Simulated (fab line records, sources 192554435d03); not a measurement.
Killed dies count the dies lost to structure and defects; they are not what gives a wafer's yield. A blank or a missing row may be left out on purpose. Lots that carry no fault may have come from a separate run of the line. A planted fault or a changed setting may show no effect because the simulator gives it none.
The tool behind it: which one? | flow n5-finfet | 12 lots with 36 wafers sampled at 4 steps, on a route of 1938 steps

WHAT THE GAUGES READ, wafer by wafer
N5_BEOL_M1_INSPECT_59: inspects for defects (darkfield).
lot  | measured     | on                | raw-defect-count
L075 | day 6 15:56  | defect-inspect-01 | 84 105 66
L077 | day 7 17:06  | defect-inspect-02 | 65 118 104
L079 | day 7 21:30  | defect-inspect-01 | 58 60 74
L081 | day 8 08:24  | defect-inspect-02 | 131 65 70
L083 | day 8 22:18  | defect-inspect-02 | 109 109 76
L085 | day 9 08:59  | defect-inspect-02 | 56 55 85
L087 | day 9 19:15  | defect-inspect-02 | 68 65 64
L090 | day 10 17:10 | defect-inspect-01 | 41 71 43
L089 | day 10 22:07 | defect-inspect-01 | 120 62 102
L093 | day 11 04:33 | defect-inspect-02 | 108 70 98
L095 | day 12 01:44 | defect-inspect-01 | 80 38 41
L097 | day 12 12:22 | defect-inspect-02 | 82 47 72

TOOL THAT RAN EACH LOT (tool first, then ch and the chambers of the sampled wafers, then the start)
lot  | N5_BEOL_M1_ETCH_77                 | N5_BEOL_M1_ANNEAL_82         | N5_BEOL_M1_SPUTTER_88
L075 | rie-diel-03 ch 0,1,2, day 6 10:52  | pvd-sputter-03, day 6 13:38  | pvd-sputter-03, day 6 13:59
L077 | rie-diel-06 ch 0,1,2, day 7 05:29  | pvd-sputter-02, day 7 12:10  | pvd-sputter-02, day 7 12:30
L079 | rie-diel-04 ch 0,3, day 7 13:25    | pvd-sputter-02, day 7 18:55  | pvd-sputter-02, day 7 19:17
L081 | rie-diel-03 ch 0,1, day 8 00:40    | pvd-sputter-01, day 8 06:05  | pvd-sputter-01, day 8 06:26
L083 | rie-diel-06 ch 1,2,3, day 8 16:12  | pvd-sputter-03, day 8 19:58  | pvd-sputter-03, day 8 20:19
L085 | rie-diel-03 ch 1,2,3, day 8 23:07  | pvd-sputter-02, day 9 06:40  | pvd-sputter-02, day 9 07:02
L087 | rie-diel-04 ch 0,2, day 9 09:55    | pvd-sputter-02, day 9 16:53  | pvd-sputter-02, day 9 17:15
L090 | rie-diel-04 ch 0,2,3, day 10 08:02 | pvd-sputter-02, day 10 14:51 | pvd-sputter-02, day 10 15:13
L089 | rie-diel-06 ch 0,3, day 10 12:50   | pvd-sputter-02, day 10 19:44 | pvd-sputter-02, day 10 20:05
L093 | rie-diel-06 ch 1,2,3, day 10 22:47 | pvd-sputter-02, day 11 02:14 | pvd-sputter-02, day 11 02:35
L095 | rie-diel-04 ch 0,3, day 11 13:47   | pvd-sputter-03, day 11 23:25 | pvd-sputter-03, day 11 23:47
L097 | rie-diel-03 ch 1,2,3, day 11 23:40 | pvd-sputter-03, day 12 10:03 | pvd-sputter-03, day 12 10:25
- N5_BEOL_M1_ETCH_77: etches underlayer in N2/H2, target depth 6.5 nm, time 5.2 s.
- N5_BEOL_M1_ANNEAL_82: time 240 s.
- N5_BEOL_M1_SPUTTER_88: material Cu, target thk 4.5 nm, time 8.29 s.

THE ANSWER, worked out from the rows above alone
Rule: usual is defined by the lots themselves. The widest of any qualifying gaps counts: lots, ordered by their means at a reading, are off when they make up no more than a third of the lots, leave a main group of 4 or more, and stand apart from it by 3 or more times the standard deviation of that group's means. A main group whose means are all the same, to the digits that the tables above print for the reading, isn't used. Also off: a lot with no number at a reading for which 4 or more lots have one. Any other lot the step has rows for is counted as sound.
Nothing can be told from this: no lot is off at any reading shown.

WHAT HAD BEEN PUT IN BY THE SIMULATOR
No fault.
